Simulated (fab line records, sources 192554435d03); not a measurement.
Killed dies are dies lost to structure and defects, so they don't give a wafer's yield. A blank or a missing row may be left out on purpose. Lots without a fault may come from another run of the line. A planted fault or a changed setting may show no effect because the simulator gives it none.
Problem report in the 8D (eight disciplines) form, filled by code | flow n5_finfet | the parts of the form that need people (team, actions taken, sign-off) are left out

1. THE PROBLEM
bias_w at N5_DUMMY_GATE_ETCH_42 reads a mean of 9.59 W on 6 wafers of 2 lots; wafers without a fault read 12.00 W with a standard deviation of 0.032. That is -75 standard deviations from the usual mean.
The step: etches SiO2 in CHF3/O2, target depth 3.5 nm, time 31 s.
First seen on wafer L820.3, day 6 12:43, on rie_diel-05. The record holds 18 wafers of 6 lots with a number at this step. Rule for "out", or "out of limits": more than 4 standard deviations from the usual mean. The other wafers with a number count as sound.

2. WHAT IT IS AND WHAT IT IS NOT
question                    | is                     | is not
which readings at this step | bias_w, rf_vpp_V       | drypump_motor_current_A, oes_ar_750_au, oes_product_au, showerhead_plenum_p_Torr, throttle_valve_pct
which lots                  | L820, L822             | L806, L809, L825, L828
which wafers of those lots  | all that have a number | -
read on which tools         | rie_diel-05            | rie_diel-02
when                        | from day 6 12:43       | up to then (6 sound wafers); but 6 sound wafers of L825, L828 came after

3. SUSPECTS, AND WHAT RULES EACH OUT
Counting: a tool at a process step up to the reading stays a suspect if it ran every lot that is out and no sound lot after the first of them.
- rie_si-05 at N5_DUMMY_GATE_TRIM_49 (chemistry O2, time 29 s, target cd 14 nm): ruled out as a lasting fault. Sound lots L825 ran on it after its first lot that is out, L820 (day 6 11:49).
- rie_diel-05 at N5_DUMMY_GATE_ETCH_42 (etches SiO2 in CHF3/O2, target depth 3.5 nm, time 31 s): kept. It ran every lot that is out, first L820 (day 6 12:43), and no sound lot after that; its last sound lot up to then is L806 (day 2 22:59). Its own readings are out on those wafers: bias_w, rf_vpp_V.
Left after counting: rie_diel-05 at N5_DUMMY_GATE_ETCH_42.

4. THE CAUSE (what the simulator had put in)
Process parameter drift: rie_diel-05, from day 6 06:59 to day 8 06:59, at N5_DUMMY_GATE_ETCH_42. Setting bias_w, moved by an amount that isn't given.
Counting left only this tool.

5. THE CHAIN OF EFFECTS, in route order
Each row: a reading whose mean over the struck wafers that have a number lies more than 3 standard deviations from the usual. Only readings for which the record gives a usual standard deviation are gone through. hours: the time from each lot's start at the first step in this table that gives one to its start at this step, as a median over the lots. sigmas: the change in usual standard deviations.
hours | step                  | reading  | usual   | on struck wafers | change | sigmas
0     | N5_DUMMY_GATE_ETCH_42 | bias_w   | 12.00 W | 9.59             | -2.41  | -75
0     | N5_DUMMY_GATE_ETCH_42 | rf_vpp_V | 42.3 V  | 35.5             | -6.8   | -6.8
The process steps in it:
- N5_DUMMY_GATE_ETCH_42: etches SiO2 in CHF3/O2, target depth 3.5 nm, time 31 s.
Later measuring or inspecting steps at which every struck wafer that the step has a row for has a number for every such reading, and none has moved that far: N5_BEOL_M4_RC_MEAS_101.

6. WHAT WOULD HAVE CAUGHT IT SOONER
In this record the first reading out of limits was taken at day 6 12:43, 6 hours after the fault began at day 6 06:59.
